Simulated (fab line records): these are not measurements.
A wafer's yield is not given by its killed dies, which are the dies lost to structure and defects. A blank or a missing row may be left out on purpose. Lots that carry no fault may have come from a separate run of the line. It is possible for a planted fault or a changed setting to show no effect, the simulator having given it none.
Which of the tools did it? :: flow n5Finfet :: 9 lots with 27 wafers sampled at 5 steps, on a route of 1938 steps

== WHAT EACH GAUGE READ, for each wafer ==
N5_BEOL_M4_RC_MEAS_101. Usual: DIBL_N 36.9 mV/V, standard deviation 1.7; DIBL_P 36.7 mV/V, standard deviation 2.1; IOFF_N 0.17 nA/um, standard deviation 0.032; IOFF_P 0.22 nA/um, standard deviation 0.036; ION_N 674 uA/um, standard deviation 12; ION_P 461 uA/um, standard deviation 7; SS_N 71.7 mV/dec, standard deviation 0.6; SS_P 73.4 mV/dec, standard deviation 0.67; VT_N 249 mV, standard deviation 3.1; VT_P -250 mV, standard deviation 3.2.
lot: L592
measured: day 8 01:31
on: prober-01
DIBL_N (mV/V): 35.5 36.4 35.7
DIBL_P (mV/V): 35.5 36.6 34.9
IOFF_N (nA/um): 0.14 0.15 0.14
IOFF_P (nA/um): 0.18 0.20 0.18
ION_N (uA/um): 657 674 666
ION_P (uA/um): 448 464 456
SS_N (mV/dec): 71.7 71.3 70.9
SS_P (mV/dec): 72.8 73.2 73.1
VT_N (mV): 253 254 250
VT_P (mV): -254 -251 -251
flag: 

lot: L595
measured: day 8 14:13
on: prober-02
DIBL_N (mV/V): 32.8 35.9 34.4
DIBL_P (mV/V): 32.8 35.1 32.9
IOFF_N (nA/um): 0.12 0.16 0.14
IOFF_P (nA/um): 0.17 0.20 0.17
ION_N (uA/um): 660 663 652
ION_P (uA/um): 454 454 446
SS_N (mV/dec): 70.6 71.8 71.6
SS_P (mV/dec): 72.8 72.8 72.2
VT_N (mV): 255 250 252
VT_P (mV): -252 -252 -251
flag: 

lot: L598
measured: day 9 04:58
on: prober-01
DIBL_N (mV/V): 38.8 36.9 37.5
DIBL_P (mV/V): 41.7 38.2 38.4
IOFF_N (nA/um): 0.23 0.18 0.19
IOFF_P (nA/um): 0.27 0.21 0.21
ION_N (uA/um): 694 676 683
ION_P (uA/um): 468 452 456
SS_N (mV/dec): 72.2 71.8 71.6
SS_P (mV/dec): 74.3 73.9 74.3
VT_N (mV): 245 250 248
VT_P (mV): -251 -252 -254
flag: 

lot: L600
measured: day 9 20:14
on: prober-01
DIBL_N (mV/V): 37.3 37.0 39.7
DIBL_P (mV/V): 36.5 36.0 37.1
IOFF_N (nA/um): 0.18 0.16 0.23
IOFF_P (nA/um): 0.22 0.20 0.23
ION_N (uA/um): 679 680 675
ION_P (uA/um): 461 460 452
SS_N (mV/dec): 71.7 71.1 72.8
SS_P (mV/dec): 73.2 72.8 73.7
VT_N (mV): 246 250 244
VT_P (mV): -251 -249 -251
flag: 

lot: L610
measured: day 12 15:16
on: prober-02
DIBL_N (mV/V): 36.3 34.8 37.2
DIBL_P (mV/V): 35.0 33.8 35.8
IOFF_N (nA/um): 0.17 0.13 0.18
IOFF_P (nA/um): 0.26 0.23 0.26
ION_N (uA/um): 681 668 681
ION_P (uA/um): 470 469 471
SS_N (mV/dec): 71.5 71.8 71.3
SS_P (mV/dec): 72.7 72.6 73.8
VT_N (mV): 247 254 247
VT_P (mV): -245 -245 -245
flag: 

lot: L611
measured: day 12 21:56
on: prober-01
DIBL_N (mV/V): 37.1 36.4 38.0
DIBL_P (mV/V): 37.7 35.5 38.3
IOFF_N (nA/um): 0.17 0.15 0.21
IOFF_P (nA/um): 0.27 0.22 0.28
ION_N (uA/um): 679 668 702
ION_P (uA/um): 465 461 472
SS_N (mV/dec): 72.8 71.0 73.2
SS_P (mV/dec): 73.5 73.3 74.1
VT_N (mV): 248 252 244
VT_P (mV): -245 -245 -245
flag: 

lot: L612
measured: day 13 01:27
on: prober-01
DIBL_N (mV/V): 35.4 37.0 35.2
DIBL_P (mV/V): 37.3 37.7 37.1
IOFF_N (nA/um): 0.16 0.17 0.15
IOFF_P (nA/um): 0.21 0.22 0.21
ION_N (uA/um): 681 682 682
ION_P (uA/um): 464 465 461
SS_N (mV/dec): 71.1 70.8 71.0
SS_P (mV/dec): 73.6 73.7 73.0
VT_N (mV): 248 248 250
VT_P (mV): -250 -249 -249
flag: 

lot: L613
measured: day 13 05:11
on: prober-02
DIBL_N (mV/V): 35.5 32.0 35.6
DIBL_P (mV/V): 34.9 30.8 34.9
IOFF_N (nA/um): 0.14 0.10 0.14
IOFF_P (nA/um): 0.19 0.14 0.20
ION_N (uA/um): 673 651 667
ION_P (uA/um): 462 452 462
SS_N (mV/dec): 72.0 69.8 71.3
SS_P (mV/dec): 73.8 72.5 73.7
VT_N (mV): 254 255 255
VT_P (mV): -250 -255 -251
flag: 

lot: L614
measured: day 13 07:12
on: prober-02
DIBL_N (mV/V): 37.5 38.9 35.0
DIBL_P (mV/V): 38.7 40.3 35.1
IOFF_N (nA/um): 0.20 0.23 0.14
IOFF_P (nA/um): 0.28 0.30 0.22
ION_N (uA/um): 681 696 660
ION_P (uA/um): 473 471 468
SS_N (mV/dec): 72.4 72.0 71.2
SS_P (mV/dec): 74.4 74.2 73.2
VT_N (mV): 244 245 251
VT_P (mV): -247 -243 -249
flag: 

== EACH LOT AND THE TOOL THAT RAN IT (in order: tool; ch and the chambers of the sampled wafers; start) ==
lot: L592
N5_BEOL_M0_SAQP_ETCH_106: rieDiel-01 ch 0,2,3, day 5 21:50
N5_BEOL_M0_SAQP_STRIP_108: rieDiel-01 ch 0,2,3, day 5 21:56
N5_BEOL_M0_SAQP_DESCUM_45: rieDiel-06 ch 0,2,3, day 5 23:28
N5_BEOL_M0_SAQP_ALD_48: aldSin-04 ch 0,1,3, day 5 23:46

lot: L595
N5_BEOL_M0_SAQP_ETCH_106: rieDiel-06 ch 0,1,2, day 6 11:22
N5_BEOL_M0_SAQP_STRIP_108: rieDiel-06 ch 0,1,2, day 6 11:28
N5_BEOL_M0_SAQP_DESCUM_45: rieDiel-01 ch 0,1,3, day 6 12:51
N5_BEOL_M0_SAQP_ALD_48: aldSin-03 ch 1,2,3, day 6 13:08

lot: L598
N5_BEOL_M0_SAQP_ETCH_106: rieDiel-03 ch 0,2,3, day 7 05:38
N5_BEOL_M0_SAQP_STRIP_108: rieDiel-03 ch 0,2,3, day 7 05:44
N5_BEOL_M0_SAQP_DESCUM_45: rieDiel-01 ch 1,2,3, day 7 07:17
N5_BEOL_M0_SAQP_ALD_48: aldSin-03 ch 0,1,2, day 7 07:35

lot: L600
N5_BEOL_M0_SAQP_ETCH_106: rieDiel-03 ch 1,2, day 7 16:00
N5_BEOL_M0_SAQP_STRIP_108: rieDiel-03 ch 1,2, day 7 16:06
N5_BEOL_M0_SAQP_DESCUM_45: rieDiel-03 ch 0,3, day 7 17:58
N5_BEOL_M0_SAQP_ALD_48: aldSin-03 ch 0,2, day 7 18:28

lot: L610
N5_BEOL_M0_SAQP_ETCH_106: rieDiel-01 ch 0,1, day 10 10:20
N5_BEOL_M0_SAQP_STRIP_108: rieDiel-01 ch 0,1, day 10 10:26
N5_BEOL_M0_SAQP_DESCUM_45: rieDiel-03 ch 1,2, day 10 11:58
N5_BEOL_M0_SAQP_ALD_48: aldSin-03 ch 1,2,3, day 10 12:16

lot: L611
N5_BEOL_M0_SAQP_ETCH_106: rieDiel-03 ch 0,1,2, day 10 11:32
N5_BEOL_M0_SAQP_STRIP_108: rieDiel-03 ch 0,1,2, day 10 11:38
N5_BEOL_M0_SAQP_DESCUM_45: rieDiel-01 ch 0,1,2, day 10 13:17
N5_BEOL_M0_SAQP_ALD_48: aldSin-03 ch 0,2,3, day 10 13:34

lot: L612
N5_BEOL_M0_SAQP_ETCH_106: rieDiel-01 ch 1,2, day 10 16:58
N5_BEOL_M0_SAQP_STRIP_108: rieDiel-01 ch 1,2, day 10 17:04
N5_BEOL_M0_SAQP_DESCUM_45: rieDiel-06 ch 2,3, day 10 19:06
N5_BEOL_M0_SAQP_ALD_48: aldSin-04 ch 2,3, day 10 19:23

lot: L613
N5_BEOL_M0_SAQP_ETCH_106: rieDiel-03 ch 1,2, day 10 18:44
N5_BEOL_M0_SAQP_STRIP_108: rieDiel-03 ch 1,2, day 10 18:50
N5_BEOL_M0_SAQP_DESCUM_45: rieDiel-03 ch 0,1,2, day 10 21:49
N5_BEOL_M0_SAQP_ALD_48: aldSin-03 ch 0,1,3, day 10 22:06

lot: L614
N5_BEOL_M0_SAQP_ETCH_106: rieDiel-06 ch 0,1,2, day 11 00:39
N5_BEOL_M0_SAQP_STRIP_108: rieDiel-06 ch 0,1,2, day 11 00:45
N5_BEOL_M0_SAQP_DESCUM_45: rieDiel-01 ch 0,2,3, day 11 03:04
N5_BEOL_M0_SAQP_ALD_48: aldSin-03 ch 0,2,3, day 11 03:21
- N5_BEOL_M0_SAQP_ETCH_106: etches SOC in N2/H2, stops on SiNx, target depth 150 nm.
- N5_BEOL_M0_SAQP_STRIP_108: strips in N2/H2.
- N5_BEOL_M0_SAQP_DESCUM_45: chemistry O2, time 7 s.
- N5_BEOL_M0_SAQP_ALD_48: deposits SiO2, target thk 20 nm, pulse time 1 s, co reactant pulse time 1 s.

== AS READ BY THE TOOLS THEMSELVES (means over the sampled wafers that have a number; for cases with no such wafer, the mark the record gives instead) ==
N5_BEOL_M0_SAQP_ETCH_106. Usual: drypumpMotorCurrentA 5.7 A, standard deviation 0.38; n2FlowSccm 200.1 sccm, standard deviation 0.59; oesProductAu 0.77 a.u., standard deviation 0.072; rfVppV 240.7 V, standard deviation 1.4; showerheadPlenumPTorr 2.55 Torr, standard deviation 0.099; throttleValvePct 17.7 %, standard deviation 0.34.
lot: L592
tool: rieDiel-01
drypumpMotorCurrentA (A): 5.8
n2FlowSccm (sccm): 201.1
oesProductAu (a.u.): 0.78
rfVppV (V): 240.4
showerheadPlenumPTorr (Torr): 2.52
throttleValvePct (%): 17.7
flag: 

lot: L595
tool: rieDiel-06
drypumpMotorCurrentA (A): 5.6
n2FlowSccm (sccm): 200.0
oesProductAu (a.u.): 0.84
rfVppV (V): 240.9
showerheadPlenumPTorr (Torr): 2.53
throttleValvePct (%): 17.6
flag: 

lot: L598
tool: rieDiel-03
drypumpMotorCurrentA (A): 5.4
n2FlowSccm (sccm): 200.1
oesProductAu (a.u.): 0.76
rfVppV (V): 242.3
showerheadPlenumPTorr (Torr): 2.60
throttleValvePct (%): 17.9
flag: 

lot: L600
tool: rieDiel-03
drypumpMotorCurrentA (A): 5.7
n2FlowSccm (sccm): 200.1
oesProductAu (a.u.): 0.78
rfVppV (V): 240.9
showerheadPlenumPTorr (Torr): 2.61
throttleValvePct (%): 17.4
flag: 

lot: L610
tool: rieDiel-01
drypumpMotorCurrentA (A): 5.4
n2FlowSccm (sccm): 199.9
oesProductAu (a.u.): 0.71
rfVppV (V): 240.8
showerheadPlenumPTorr (Torr): 2.60
throttleValvePct (%): 17.9
flag: 

lot: L611
tool: rieDiel-03
drypumpMotorCurrentA (A): 5.5
n2FlowSccm (sccm): 200.1
oesProductAu (a.u.): 0.77
rfVppV (V): 242.1
showerheadPlenumPTorr (Torr): 2.60
throttleValvePct (%): 17.5
flag: 

lot: L612
tool: rieDiel-01
drypumpMotorCurrentA (A): 6.0
n2FlowSccm (sccm): 200.3
oesProductAu (a.u.): 0.69
rfVppV (V): 239.6
showerheadPlenumPTorr (Torr): 2.44
throttleValvePct (%): 17.8
flag: 

lot: L613
tool: rieDiel-03
drypumpMotorCurrentA (A): 5.8
n2FlowSccm (sccm): 199.4
oesProductAu (a.u.): 0.76
rfVppV (V): 240.9
showerheadPlenumPTorr (Torr): 2.60
throttleValvePct (%): 17.4
flag: 

lot: L614
tool: rieDiel-06
drypumpMotorCurrentA (A): 5.6
n2FlowSccm (sccm): 200.0
oesProductAu (a.u.): 0.80
rfVppV (V): 240.8
showerheadPlenumPTorr (Torr): 2.52
throttleValvePct (%): 17.7
flag: 

N5_BEOL_M0_SAQP_STRIP_108. Usual: drypumpMotorCurrentA 5.7 A, standard deviation 0.39; n2FlowSccm 300.0 sccm, standard deviation 0.93; oesProductAu 0.77 a.u., standard deviation 0.076; powerW 500.3 W, standard deviation 1.4; rfVppV 121.9 V, standard deviation 1; showerheadPlenumPTorr 3.37 Torr, standard deviation 0.13; throttleValvePct 18.8 %, standard deviation 0.54.
lot: L592
tool: rieDiel-01
drypumpMotorCurrentA (A): 5.9
n2FlowSccm (sccm): 300.4
oesProductAu (a.u.): 0.79
powerW (W): 500.6
rfVppV (V): 122.5
showerheadPlenumPTorr (Torr): 3.33
throttleValvePct (%): 18.9
flag: 

lot: L595
tool: rieDiel-06
drypumpMotorCurrentA (A): 5.7
n2FlowSccm (sccm): 300.4
oesProductAu (a.u.): 0.85
powerW (W): 498.6
rfVppV (V): 121.4
showerheadPlenumPTorr (Torr): 3.34
throttleValvePct (%): 18.7
flag: 

lot: L598
tool: rieDiel-03
drypumpMotorCurrentA (A): 5.5
n2FlowSccm (sccm): 299.4
oesProductAu (a.u.): 0.77
powerW (W): 500.7
rfVppV (V): 122.5
showerheadPlenumPTorr (Torr): 3.43
throttleValvePct (%): 19.2
flag: 

lot: L600
tool: rieDiel-03
drypumpMotorCurrentA (A): 5.7
n2FlowSccm (sccm): 300.6
oesProductAu (a.u.): 0.79
powerW (W): 499.6
rfVppV (V): 121.8
showerheadPlenumPTorr (Torr): 3.44
throttleValvePct (%): 18.4
flag: 

lot: L610
tool: rieDiel-01
drypumpMotorCurrentA (A): 5.4
n2FlowSccm (sccm): 299.6
oesProductAu (a.u.): 0.70
powerW (W): 500.8
rfVppV (V): 121.5
showerheadPlenumPTorr (Torr): 3.43
throttleValvePct (%): 19.1
flag: 

lot: L611
tool: rieDiel-03
drypumpMotorCurrentA (A): 5.5
n2FlowSccm (sccm): 300.2
oesProductAu (a.u.): 0.79
powerW (W): 501.0
rfVppV (V): 122.5
showerheadPlenumPTorr (Torr): 3.44
throttleValvePct (%): 18.5
flag: 

lot: L612
tool: rieDiel-01
drypumpMotorCurrentA (A): 6.0
n2FlowSccm (sccm): 299.7
oesProductAu (a.u.): 0.69
powerW (W): 499.8
rfVppV (V): 121.4
showerheadPlenumPTorr (Torr): 3.22
throttleValvePct (%): 18.8
flag: 

lot: L613
tool: rieDiel-03
drypumpMotorCurrentA (A): 5.7
n2FlowSccm (sccm): 299.0
oesProductAu (a.u.): 0.77
powerW (W): 500.6
rfVppV (V): 122.8
showerheadPlenumPTorr (Torr): 3.43
throttleValvePct (%): 18.4
flag: 

lot: L614
tool: rieDiel-06
drypumpMotorCurrentA (A): 5.6
n2FlowSccm (sccm): 300.6
oesProductAu (a.u.): 0.81
powerW (W): 501.5
rfVppV (V): 121.5
showerheadPlenumPTorr (Torr): 3.33
throttleValvePct (%): 18.7
flag: 

N5_BEOL_M0_SAQP_DESCUM_45. Usual: drypumpMotorCurrentA 5.7 A, standard deviation 0.38; oesProductAu 0.77 a.u., standard deviation 0.08; rfVppV 243.2 V, standard deviation 1.4; showerheadPlenumPTorr 2.09 Torr, standard deviation 0.077; throttleValvePct 20.3 %, standard deviation 0.3.
lot: L592
tool: rieDiel-06
drypumpMotorCurrentA (A): 5.4
oesProductAu (a.u.): 0.84
rfVppV (V): 243.1
showerheadPlenumPTorr (Torr): 2.11
throttleValvePct (%): 20.5
flag: 

lot: L595
tool: rieDiel-01
drypumpMotorCurrentA (A): 5.7
oesProductAu (a.u.): 0.78
rfVppV (V): 243.1
showerheadPlenumPTorr (Torr): 2.09
throttleValvePct (%): 20.2
flag: 

lot: L598
tool: rieDiel-01
drypumpMotorCurrentA (A): 6.1
oesProductAu (a.u.): 0.78
rfVppV (V): 241.8
showerheadPlenumPTorr (Torr): 2.04
throttleValvePct (%): 20.3
flag: 

lot: L600
tool: rieDiel-03
drypumpMotorCurrentA (A): 5.4
oesProductAu (a.u.): 0.80
rfVppV (V): 244.8
showerheadPlenumPTorr (Torr): 2.20
throttleValvePct (%): 20.3
flag: 

lot: L610
tool: rieDiel-03
drypumpMotorCurrentA (A): 5.5
oesProductAu (a.u.): 0.76
rfVppV (V): 242.6
showerheadPlenumPTorr (Torr): 2.05
throttleValvePct (%): 19.9
flag: 

lot: L611
tool: rieDiel-01
drypumpMotorCurrentA (A): 5.7
oesProductAu (a.u.): 0.70
rfVppV (V): 243.1
showerheadPlenumPTorr (Torr): 2.07
throttleValvePct (%): 20.5
flag: 

lot: L612
tool: rieDiel-06
drypumpMotorCurrentA (A): 5.2
oesProductAu (a.u.): 0.74
rfVppV (V): 244.4
showerheadPlenumPTorr (Torr): 2.10
throttleValvePct (%): 20.5
flag: 

lot: L613
tool: rieDiel-03
drypumpMotorCurrentA (A): 5.5
oesProductAu (a.u.): 0.78
rfVppV (V): 244.2
showerheadPlenumPTorr (Torr): 2.13
throttleValvePct (%): 20.0
flag: 

lot: L614
tool: rieDiel-01
drypumpMotorCurrentA (A): 5.8
oesProductAu (a.u.): 0.75
rfVppV (V): 242.2
showerheadPlenumPTorr (Torr): 2.06
throttleValvePct (%): 20.4
flag: 

N5_BEOL_M0_SAQP_ALD_48. Usual: heaterPowerW 81 W, standard deviation 7; precursorPulseHeightRel 0.998, standard deviation 0.021.
lot: L592
tool: aldSin-04
heaterPowerW (W): 76
precursorPulseHeightRel: 0.978
flag: 

lot: L595
tool: aldSin-03
heaterPowerW (W): 82
precursorPulseHeightRel: 1.006
flag: 

lot: L598
tool: aldSin-03
heaterPowerW (W): 84
precursorPulseHeightRel: 1.000
flag: 

lot: L600
tool: aldSin-03
heaterPowerW (W): 83
precursorPulseHeightRel: 0.986
flag: 

lot: L610
tool: aldSin-03
heaterPowerW (W): 85
precursorPulseHeightRel: 1.003
flag: 

lot: L611
tool: aldSin-03
heaterPowerW (W): 85
precursorPulseHeightRel: 1.017
flag: 

lot: L612
tool: aldSin-04
heaterPowerW (W): 71
precursorPulseHeightRel: 1.007
flag: 

lot: L613
tool: aldSin-03
heaterPowerW (W): 86
precursorPulseHeightRel: 0.981
flag: 

lot: L614
tool: aldSin-03
heaterPowerW (W): 85
precursorPulseHeightRel: 0.988
flag: 

== THE ANSWER, worked out from the rows above alone ==
Rule: a lot counts as off when the mean over its wafers that have a number is more than 3 standard deviations away from the usual mean. A lot without any number at a reading at which 4 lots or more have one is off too. Where the step has rows for the other lots, those lots are counted as sound. Order of review: gauges by route order, followed by the tools' own readings, for which a lot's mean as printed above is used. The first step at which some lot is off is used, and at that step the reading that is off furthest; a lot without a number counts as furthest.
No lot is off on any of the readings shown, so nothing can be concluded from this.

== WHAT THE SIMULATOR PUT IN ==
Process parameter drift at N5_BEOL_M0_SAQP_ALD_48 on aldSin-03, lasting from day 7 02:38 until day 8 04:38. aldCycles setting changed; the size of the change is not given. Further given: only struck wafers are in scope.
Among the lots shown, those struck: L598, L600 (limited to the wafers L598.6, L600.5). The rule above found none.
